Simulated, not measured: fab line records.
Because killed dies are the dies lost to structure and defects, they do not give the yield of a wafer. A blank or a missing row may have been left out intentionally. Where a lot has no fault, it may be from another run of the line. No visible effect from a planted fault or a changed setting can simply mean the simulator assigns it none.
Matching of chambers / flow nandHarc / NHARC_A_ZERO_WELL_ETCH_13 on rieSi-01: 4 sister chambers
The step etches the open film in HBr/Cl2, target depth 120 nm, time 40.1 s. 8 wafers are shown with their chamber, then 8 later ones without.

== WAFERS, EACH WITH ITS CHAMBER ==
wafer=L084.1; chamber=2; drypumpMotorCurrentA (A)=5.0; oesProductAu (a.u.)=1.007
wafer=L084.5; chamber=2; drypumpMotorCurrentA (A)=4.9; oesProductAu (a.u.)=1.023
wafer=L084.3; chamber=0; drypumpMotorCurrentA (A)=5.6; oesProductAu (a.u.)=0.982
wafer=L084.4; chamber=3; drypumpMotorCurrentA (A)=5.5; oesProductAu (a.u.)=0.989
wafer=L086.1; chamber=1; drypumpMotorCurrentA (A)=5.9; oesProductAu (a.u.)=1.007
wafer=L086.2; chamber=0; drypumpMotorCurrentA (A)=5.5; oesProductAu (a.u.)=0.990
wafer=L086.5; chamber=3; drypumpMotorCurrentA (A)=5.5; oesProductAu (a.u.)=0.974
wafer=L087.1; chamber=1; drypumpMotorCurrentA (A)=5.9; oesProductAu (a.u.)=0.987

== WAFERS WHOSE CHAMBER IS MISSING ==
wafer=L087.2; drypumpMotorCurrentA (A)=5.6; oesProductAu (a.u.)=0.989
wafer=L087.3; drypumpMotorCurrentA (A)=4.9; oesProductAu (a.u.)=1.022
wafer=L095.1; drypumpMotorCurrentA (A)=5.5; oesProductAu (a.u.)=0.974
wafer=L095.3; drypumpMotorCurrentA (A)=5.9; oesProductAu (a.u.)=0.996
wafer=L095.4; drypumpMotorCurrentA (A)=5.6; oesProductAu (a.u.)=0.994
wafer=L097.2; drypumpMotorCurrentA (A)=5.9; oesProductAu (a.u.)=1.005
wafer=L097.3; drypumpMotorCurrentA (A)=5.5; oesProductAu (a.u.)=0.969
wafer=L097.4; drypumpMotorCurrentA (A)=5.6; oesProductAu (a.u.)=1.004

== THE CHAMBER EACH PASSED THROUGH ==
wafer=L087.2; from the rows above=can't be placed: 0 or 3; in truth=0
wafer=L087.3; from the rows above=2; in truth=2
wafer=L095.1; from the rows above=can't be placed: 3 or 0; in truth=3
wafer=L095.3; from the rows above=1; in truth=1
wafer=L095.4; from the rows above=can't be placed: 0 or 3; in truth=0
wafer=L097.2; from the rows above=1; in truth=1
wafer=L097.3; from the rows above=can't be placed: 3 or 0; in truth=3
wafer=L097.4; from the rows above=can't be placed: 0 or 3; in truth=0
Placed correctly: 3 of 8. Unplaceable from these rows: 5, with the true chamber sitting among the candidates in 5. Wrongly placed: 0.
How it was worked out, from the rows above alone: a wafer's distance from a chamber is the root of the sum, over the readings, of the square of ((its reading less the chamber's mean) divided by the reading's scatter). If the next closest chamber is less than 2 further off than the closest, the wafer can't be placed; otherwise it belongs to the closest. For every chamber, the mean is computed from those of its wafers that are shown. The scatter: the root of (the sum of the squares of (reading less its chamber's mean) over the shown wafers, divided by (wafers less chambers)).
